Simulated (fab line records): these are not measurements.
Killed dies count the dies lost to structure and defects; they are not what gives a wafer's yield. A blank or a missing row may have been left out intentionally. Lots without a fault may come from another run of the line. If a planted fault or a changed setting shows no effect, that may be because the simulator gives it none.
A single fault, viewed from 2 desks :: flow n5 finfet :: each desk has only its own numbers; what lay behind them comes last

== FROM THE METROLOGY DESK ==
What the gauges read, lot by lot, whatever tool the lot ran on: means of the sampled wafers that have a number. If a lot's mean is further than 4 standard deviations from the usual mean, the lot is out of limits and carries the mark OUT (the distance appears in the brackets). Only the readings that lie furthest out on some lot appear, 7 of the 11 it has.
Columns: A = cd nm at N5_BEOL_M1_CD_MEAS_11, usual 16.96 nm; B = IOFF_N at N5_BEOL_M4_RC_MEAS_101, usual 0.17 nA/um; C = IOFF_P at N5_BEOL_M4_RC_MEAS_101, usual 0.22 nA/um; D = ION_P at N5_BEOL_M4_RC_MEAS_101, usual 462 uA/um; E = SS_N at N5_BEOL_M4_RC_MEAS_101, usual 71.5 mV/dec; F = SS_P at N5_BEOL_M4_RC_MEAS_101, usual 73.4 mV/dec; G = VT_P at N5_BEOL_M4_RC_MEAS_101, usual -250 mV
lot: L778
first seen here: day 6 08:13
A: 16.89
B: 0.20
C: 0.29
D: 473
E: 72.4
F: 73.9
G: -245

lot: L781
first seen here: day 7 06:17
A: 16.68
B: 0.15
C: 0.21
D: 462
E: 71.8
F: 73.8
G: -250

lot: L783
first seen here: day 7 14:59
A: 16.80
B: 0.20
C: 0.26
D: 466
E: 71.4
F: 73.9
G: -245

lot: L785
first seen here: day 8 04:13
A: 17.25
B: 0.16
C: 0.20
D: 461
E: 71.0
F: 73.5
G: -251

lot: L786
first seen here: day 8 08:17
A: 16.94
B: 0.16
C: 0.21
D: 462
E: 71.9
F: 73.5
G: -250

lot: L788
first seen here: day 8 23:01
A: 16.85
B: 0.16
C: 0.21
D: 461
E: 71.5
F: 73.0
G: -252

lot: L798
first seen here: day 11 10:56
A: 16.88
B: 0.13
C: 0.16
D: 454
E: 71.2
F: 72.4
G: -255

lot: L799
first seen here: day 11 14:26
A: 16.90
B: 0.15
C: 0.21
D: 457
E: 71.4
F: 72.9
G: -251

lot: L800
first seen here: day 12 00:26
A: 17.14
B: 0.18
C: 0.24
D: 467
E: 71.8
F: 73.4
G: -247
This desk found nothing out of limits on any of the 9 lots.

== DESK OF THE TOOL OWNER: ald sin-02 ==
The tool's own readings at N5_BEOL_M1_ALD_98 (deposits SiO2, target thk 2.5 nm, pulse time 1 s, co reactant pulse time 1 s): means of the sampled wafers that have a number, for each lot that ran on this tool. If a lot's mean is further than 4 standard deviations from the usual mean, the lot is out of limits and carries the mark OUT (the distance appears in the brackets).
Columns: A = heater power w at N5_BEOL_M1_ALD_98, usual 79 W; B = precursor pulse height rel at N5_BEOL_M1_ALD_98, usual 0.999
lot: L778
first seen here: day 6 10:08
A: 78
B: 1.002

lot: L783
first seen here: day 7 16:07
A: 77
B: 0.990

lot: L785
first seen here: day 8 05:44
A: 75
B: 0.992

lot: L786
first seen here: day 8 09:56
A: 71
B: 1.005

lot: L800
first seen here: day 12 01:44
A: 70
B: 0.989
This desk found nothing out of limits on any of the 5 lots.

== BROUGHT TOGETHER ==
Nothing out of limits was seen by the metrology desk.
The tool owner's desk saw nothing out of limits.

== WHAT THE SIMULATOR HAD INSERTED ==
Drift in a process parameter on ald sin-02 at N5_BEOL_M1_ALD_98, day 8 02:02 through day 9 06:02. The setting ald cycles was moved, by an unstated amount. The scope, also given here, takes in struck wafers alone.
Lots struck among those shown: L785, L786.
